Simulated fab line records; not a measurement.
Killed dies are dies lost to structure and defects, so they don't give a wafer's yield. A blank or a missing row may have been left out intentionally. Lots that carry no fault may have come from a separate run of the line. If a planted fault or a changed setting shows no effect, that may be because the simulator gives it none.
Chamber matching | flow nand harc | NHARC_P_ZERO_WELL_DESCUM_26 on rie diel-08: 4 sister chambers
The step chemistry O2, time 3 s. 22 wafers are shown with their chamber, then 11 later ones without.

WAFERS WITH THEIR CHAMBER
wafer  | chamber | drypump motor current A (A) | showerhead plenum p Torr (Torr) | oes product au (a.u.)
L075.1 | 0       | 5.5                         | 1.97                            | 0.997
L075.2 | 1       | 5.9                         | 1.93                            | 0.997
L075.6 | 1       | 5.9                         | 1.93                            | 0.999
L077.1 | 3       | 5.5                         | 1.87                            | 1.014
L077.4 | 2       | 5.4                         | 1.95                            | 1.023
L077.6 | 3       | 5.5                         | 1.87                            | 1.008
L078.2 | 2       | 5.4                         | 1.95                            | 1.016
L078.3 | 0       | 5.5                         | 1.97                            | 0.994
L078.4 | 3       | 5.5                         | 1.87                            | 1.009
L079.2 | 3       | 5.5                         | 1.87                            | 1.004
L079.4 | 2       | 5.4                         | 1.95                            | 1.004
L079.6 | 2       | 5.4                         | 1.95                            | 1.007
L088.2 | 0       | 5.5                         | 1.96                            | 0.980
L088.4 | 1       | 5.9                         | 1.91                            | 0.984
L088.6 | 2       | 5.4                         | 1.94                            | 0.997
L090.1 | 0       | 5.5                         | 1.95                            | 0.984
L090.4 | 1       | 5.9                         | 1.91                            | 0.998
L090.5 | 0       | 5.6                         | 1.95                            | 0.984
L092.4 | 2       | 5.4                         | 1.93                            | 1.013
L092.5 | 1       | 5.9                         | 1.91                            | 1.014
L092.6 | 2       | 5.4                         | 1.93                            | 1.003
L094.1 | 0       | 5.5                         | 1.95                            | 1.001

SIGNATURES, as means of the wafers listed above
reading                  | chamber 0 | chamber 1 | chamber 2 | chamber 3 | scatter within a chamber
drypump motor current A  | 5.517     | 5.900     | 5.400     | 5.500     | 0.0215
showerhead plenum p Torr | 1.9583    | 1.9180    | 1.9429    | 1.8700    | 0.00915
oes product au           | 0.99000   | 0.99840   | 1.00900   | 1.00875   | 0.0086
Rule: a wafer lies at a distance from a chamber equal to the root of the sum of squares, over the readings, of (its reading less the chamber's mean, divided by the reading's scatter). The wafer belongs to the nearest chamber; if the next one is less than 2 further off, it can't be placed. The scatter: the root of (the sum of the squares of (reading less its chamber's mean) over the shown wafers, divided by (wafers less chambers)).

WAFERS WHOSE CHAMBER IS MISSING
wafer  | drypump motor current A (A) | showerhead plenum p Torr (Torr) | oes product au (a.u.)
L094.4 | 5.5                         | 1.85                            | 0.992
L094.5 | 5.4                         | 1.93                            | 1.002
L095.1 | 5.4                         | 1.93                            | 1.005
L095.3 | 5.9                         | 1.91                            | 0.990
L095.4 | 5.5                         | 1.85                            | 0.998
L096.1 | 5.4                         | 1.93                            | 0.999
L096.3 | 5.9                         | 1.91                            | 1.005
L096.6 | 5.9                         | 1.91                            | 1.007
L097.2 | 5.5                         | 1.85                            | 1.000
L097.4 | 5.9                         | 1.91                            | 1.008
L097.5 | 5.5                         | 1.95                            | 1.010

WHICH CHAMBER EACH ONE RAN IN
wafer  | from the rows above | in truth
L094.4 | 3                   | 3
L094.5 | 2                   | 2
L095.1 | 2                   | 2
L095.3 | 1                   | 1
L095.4 | 3                   | 3
L096.1 | 2                   | 2
L096.3 | 1                   | 1
L096.6 | 1                   | 1
L097.2 | 3                   | 3
L097.4 | 1                   | 1
L097.5 | 0                   | 0
11 of 11 placed correctly. From these rows, 0 cannot be placed. 0 placed wrongly.
